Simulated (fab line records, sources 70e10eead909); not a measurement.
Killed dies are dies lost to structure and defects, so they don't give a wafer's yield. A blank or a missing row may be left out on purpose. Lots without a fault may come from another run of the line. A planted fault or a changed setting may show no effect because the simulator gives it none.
Chamber matching | flow nand_harc | NHARC_P_M1_PRE_CLEAN_32 on pecvd-04: 3 sister chambers
The step time 12 s. 27 wafers are shown with their chamber, then 12 later ones without.

WAFERS WITH THEIR CHAMBER
wafer  | chamber | heater_power_w (W) | susceptor_temp_C (C)
L074.1 | 0       | 724                | 369.80
L074.2 | 2       | 687                | 370.28
L074.5 | 2       | 682                | 369.74
L075.1 | 2       | 628                | 370.30
L075.3 | 0       | 769                | 369.72
L075.6 | 2       | 611                | 370.36
L076.2 | 2       | 689                | 370.12
L076.4 | 2       | 698                | 369.99
L076.5 | 0       | 764                | 370.12
L078.1 | 2       | 608                | 370.31
L078.2 | 1       | 587                | 369.80
L078.5 | 0       | 736                | 369.88
L080.1 | 0       | 808                | 370.00
L080.3 | 2       | 653                | 369.89
L080.5 | 0       | 796                | 369.49
L082.2 | 1       | 609                | 370.28
L082.4 | 0       | 798                | 370.11
L082.6 | 2       | 646                | 369.72
L083.1 | 2       | 682                | 370.36
L083.2 | 0       | 678                | 370.21
L083.3 | 1       | 576                | 369.71
L084.2 | 0       | 706                | 369.77
L084.3 | 1       | 631                | 370.03
L084.6 | 1       | 631                | 369.92
L089.2 | 2       | 658                | 369.48
L089.3 | 1       | 606                | 370.04
L089.5 | 0       | 721                | 369.81

SIGNATURES (means of the wafers above)
reading          | chamber 0 | chamber 1 | chamber 2 | scatter within a chamber
heater_power_w   | 750.00    | 606.67    | 658.36    | 35.4
susceptor_temp_C | 369.8910  | 369.9633  | 370.0500  | 0.256
Rule: a wafer's distance from a chamber is the root of the sum, over the readings, of the square of ((its reading less the chamber's mean) divided by the reading's scatter). The wafer belongs to the nearest chamber; if the next one is less than 2 further off, it can't be placed. The scatter: the root of (the sum of the squares of (reading less its chamber's mean) over the shown wafers, divided by (wafers less chambers)).

WAFERS WITHOUT THEIR CHAMBER
wafer  | heater_power_w (W) | susceptor_temp_C (C)
L090.2 | 690                | 369.96
L090.3 | 594                | 369.88
L090.5 | 699                | 369.87
L093.1 | 690                | 370.00
L093.2 | 690                | 370.18
L093.3 | 657                | 369.58
L096.1 | 714                | 370.28
L096.3 | 637                | 369.87
L096.6 | 715                | 369.81
L097.1 | 611                | 370.04
L097.2 | 650                | 370.06
L097.6 | 700                | 370.37

WHICH CHAMBER EACH WENT THROUGH
wafer  | from the rows above          | in truth
L090.2 | can't be placed: 2 or 0 or 1 | 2
L090.3 | can't be placed: 1 or 2      | 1
L090.5 | can't be placed: 2 or 0 or 1 | 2
L093.1 | can't be placed: 2 or 0 or 1 | 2
L093.2 | can't be placed: 2 or 0 or 1 | 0
L093.3 | can't be placed: 2 or 1 or 0 | 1
L096.1 | can't be placed: 2 or 0 or 1 | 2
L096.3 | can't be placed: 2 or 1      | 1
L096.6 | can't be placed: 0 or 2      | 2
L097.1 | can't be placed: 1 or 2      | 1
L097.2 | can't be placed: 2 or 1      | 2
L097.6 | can't be placed: 2 or 0 or 1 | 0
Placed correctly: 0 of 12. Can't be placed from these rows: 12 (the true chamber is among the candidates in 12). Placed wrongly: 0.
